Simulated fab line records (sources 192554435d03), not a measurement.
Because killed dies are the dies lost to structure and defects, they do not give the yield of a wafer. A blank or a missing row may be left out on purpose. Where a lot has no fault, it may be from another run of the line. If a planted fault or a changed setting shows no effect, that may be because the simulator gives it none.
Split-lot experiment    flow n5Finfet    39 wafers read from 7 lots, route of 1938 steps

== ON THE SPLIT ==
At N5_BEOL_M0_SAQP_PECVD_04 (deposits a-Si from SiH4/He, target thk 60 nm, time 60.2 s), the setting timeS was moved away from the recipe's 60.2 s on 18 of the 39 wafers read, by -51.5% to +39.5%. This setting was run at the recipe's value on the other wafers.

== FROM THE SPLIT TO THE READING: what the file shows between them, 5 steps ==
- N5_BEOL_M0_SAQP_THK_MEAS_05
- N5_BEOL_M0_SAQP_HM_DEP_111: deposits SiO2 from SiH4/N2O, target thk 12 nm, time 7.2 s
- N5_BEOL_M0_SAQP_COAT_81: time 60 s, resist thk 100 nm
- N5_BEOL_M0_SAQP_HM_OPEN_112: chemistry CHF3/O2, target SiO2, stops on a-Si, target depth 12 nm, time 13.5 s
- N5_BEOL_M0_SAQP_STRIP_113: strips in CHF3/O2

== THE READING ==
oesProductAu, in a.u., at N5_BEOL_M0_SAQP_MANDREL_ETCH_20 (etches a-Si in HBr/Cl2, stops on SiNx, target depth 60 nm, bt time 10 s, time 30 s). A value of 0.771 a.u. with a standard deviation of 0.012 a.u. is what fault-free wafers of this fab line usually give.

wafer   tool, chamber at the split  timeS as run, s  against the recipe  oesProductAu, a.u.  against lot-mates on the recipe
L076.1  pecvd-02, 2                 71.97            +19.6%              0.842               +0.074
L076.2  pecvd-02, 0                 71.97            +19.6%              0.857               +0.089
L076.3  pecvd-02, 1                 60.2             recipe              0.770               -
L076.4  pecvd-02, 1                 71.97            +19.6%              0.846               +0.078
L076.5  pecvd-02, 2                 60.2             recipe              0.770               -
L076.6  pecvd-02, 0                 60.2             recipe              0.763               -
L079.2  pecvd-03, 0                 60.2             recipe              0.755               -
L079.4  pecvd-03, 2                 60.2             recipe              0.781               -
L079.6  pecvd-03, 0                 60.2             recipe              0.775               -
L085.1  pecvd-04, 1                 84               +39.5%              0.934               +0.155
L085.2  pecvd-04, 2                 84               +39.5%              0.950               +0.171
L085.3  pecvd-04, 1                 60.2             recipe              0.771               -
L085.4  pecvd-04, 2                 60.2             recipe              0.775               -
L085.5  pecvd-04, 2                 60.2             recipe              0.790               -
L085.6  pecvd-04, 1                 84               +39.5%              0.948               +0.169
L089.1  pecvd-04, 0                 82.3             +36.7%              0.915               +0.146
L089.2  pecvd-04, 1                 82.3             +36.7%              0.931               +0.162
L089.3  pecvd-04, 1                 82.3             +36.7%              0.950               +0.181
L089.4  pecvd-04, 0                 60.2             recipe              0.761               -
L089.5  pecvd-04, 0                 60.2             recipe              0.770               -
L089.6  pecvd-04, 1                 60.2             recipe              0.777               -
L092.1  pecvd-03, 1                 60.2             recipe              0.786               -
L092.2  pecvd-03, 0                 29.19            -51.5%              0.547               -0.230
L092.3  pecvd-03, 1                 60.2             recipe              0.767               -
L092.4  pecvd-03, 0                 29.19            -51.5%              0.550               -0.227
L092.5  pecvd-03, 1                 60.2             recipe              0.778               -
L092.6  pecvd-03, 0                 29.19            -51.5%              0.560               -0.217
L094.1  pecvd-02, 2                 60.2             recipe              0.754               -
L094.2  pecvd-02, 0                 42.8             -28.9%              0.628               -0.134
L094.3  pecvd-02, 2,0               60.2             recipe              0.767               -
L094.4  pecvd-02, 0                 42.8             -28.9%              0.632               -0.130
L094.5  pecvd-02, 2,0               60.2             recipe              0.766               -
L094.6  pecvd-02, 2                 42.8             -28.9%              0.654               -0.108
L096.1  pecvd-03, 0                 29.29            -51.3%              0.527               -0.250
L096.2  pecvd-03, 1                 29.29            -51.3%              0.540               -0.237
L096.3  pecvd-03, 2                 29.29            -51.3%              0.545               -0.232
L096.4  pecvd-03, 2                 60.2             recipe              0.780               -
L096.5  pecvd-03, 1,0               60.2             recipe              0.770               -
L096.6  pecvd-03, 1,0               60.2             recipe              0.780               -
The file does not say which wafer passed through which chamber wherever a row lists several chambers: such a row stands for several wafers.

FIT RESULTS
A straight line over all 39 wafers: oesProductAu changes by +0.00439 a.u. for each +1% of timeS; r = +1.00; the points scatter about the line by 0.01 a.u.
The same after taking each lot's own level away (the mean of its wafers on the recipe; 39 wafers): +0.0044 a.u. for each +1%; r = +1.00; scatter 0.0096 a.u.
On that fit, the largest move of timeS shifts the reading by 0.23 a.u.
Across the lots, their own levels run from 0.7623 to 0.7787 a.u., a range of 1.4 times the standard deviation given above.
So the lot-to-lot level changes the slope little: the two slopes agree.
Check: -0.228 a.u. against its lot-mates is what the line predicts for one of the wafers moved furthest among these (-51.5%) when that wafer is left out of the fit. Against them it came out at -0.23 a.u.

== THE WHOLE CHAIN: every reading that the file lists as answering this split, in the file's order ==
step                                 what it does                                                                        reading                                                                               change (the file's fit)                    r (the file's)
N5_BEOL_M0_SAQP_PECVD_04             deposits a-Si from SiH4/He, target thk 60 nm, time 60.2 s                           a-Si_of_BEOL_M0_SAQP_PECVD_04.thkNm (the simulator's own value, which no gauge read)  +0.595 nm for each +1% of the setting      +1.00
N5_BEOL_M0_SAQP_THK_MEAS_05                                                                                              thkNm                                                                                 withheld for each +1% of the setting       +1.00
N5_BEOL_M0_SAQP_MANDREL_ETCH_20      etches a-Si in HBr/Cl2, stops on SiNx, target depth 60 nm, bt time 10 s, time 30 s  oesProductAu                                                                          +0.00441 a.u. for each +1% of the setting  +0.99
N5_BEOL_M0_SAQP_MANDREL_ETCH_20      etches a-Si in HBr/Cl2, stops on SiNx, target depth 60 nm, bt time 10 s, time 30 s  etch.depthNm (the simulator's own value, which no gauge read)                         +0.595 nm for each +1% of the setting      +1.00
N5_BEOL_M0_SAQP_SPACER1_ETCHBACK_99  etches SiO2 in CHF3/O2, target depth 15.4 nm, time 7.7 s                            a-Si_of_BEOL_M0_SAQP_PECVD_04.thkNm (the simulator's own value, which no gauge read)  +0.596 nm for each +1% of the setting      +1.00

== FILE'S OWN FIT ==
oesProductAu changes by +0.00441 a.u. for each +1% of timeS, r = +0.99.
